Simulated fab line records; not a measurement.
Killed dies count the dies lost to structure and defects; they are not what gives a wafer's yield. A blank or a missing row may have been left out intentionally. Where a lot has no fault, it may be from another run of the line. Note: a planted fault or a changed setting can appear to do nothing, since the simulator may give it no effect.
Chamber matching / flow n5 finfet / N5_BEOL_M3_PECVD_72 on pecvd-01: 3 sister chambers
The step deposits SiO2 from TEOS/O2, target thk 16 nm, time 18 s. 3 wafers are shown with their chamber, then 10 later ones without.

## WAFERS, EACH WITH ITS CHAMBER
wafer=L085.4; chamber=1; throttle valve pct (%)=24.3
wafer=L090.1; chamber=2; throttle valve pct (%)=21.1
wafer=L090.2; chamber=0; throttle valve pct (%)=21.4

## WAFERS MISSING THEIR CHAMBER
wafer=L090.3; throttle valve pct (%)=24.3
wafer=L092.1; throttle valve pct (%)=24.2
wafer=L092.4; throttle valve pct (%)=21.5
wafer=L092.5; throttle valve pct (%)=24.1
wafer=L095.2; throttle valve pct (%)=21.3
wafer=L095.4; throttle valve pct (%)=21.4
wafer=L095.5; throttle valve pct (%)=21.2
wafer=L097.2; throttle valve pct (%)=21.4
wafer=L097.3; throttle valve pct (%)=24.1
wafer=L097.5; throttle valve pct (%)=24.1

## THE CHAMBER EACH PASSED THROUGH
wafer=L090.3; from the rows above=1; in truth=1
wafer=L092.1; from the rows above=1; in truth=1
wafer=L092.4; from the rows above=0; in truth=0
wafer=L092.5; from the rows above=1; in truth=1
wafer=L095.2; from the rows above=can't be placed: 0 or 2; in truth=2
wafer=L095.4; from the rows above=0; in truth=0
wafer=L095.5; from the rows above=can't be placed: 2 or 0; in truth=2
wafer=L097.2; from the rows above=0; in truth=0
wafer=L097.3; from the rows above=1; in truth=1
wafer=L097.5; from the rows above=1; in truth=1
Correctly placed: 8 of 10. From these rows, 2 cannot be placed; in 2 the true chamber is one of the candidates. Placed wrongly: 0.
How it was worked out, from the rows above alone: a wafer's distance from a chamber is the root of the sum, over the readings, of the square of ((its reading less the chamber's mean) divided by the reading's scatter). If the next closest chamber is less than 2 further off than the closest, the wafer can't be placed; otherwise it belongs to the closest. The mean given for a chamber averages the wafers shown for that chamber. The scatter: with one shown wafer a chamber, the root of the mean of the squares of how far each hidden wafer lies from its nearest shown one.
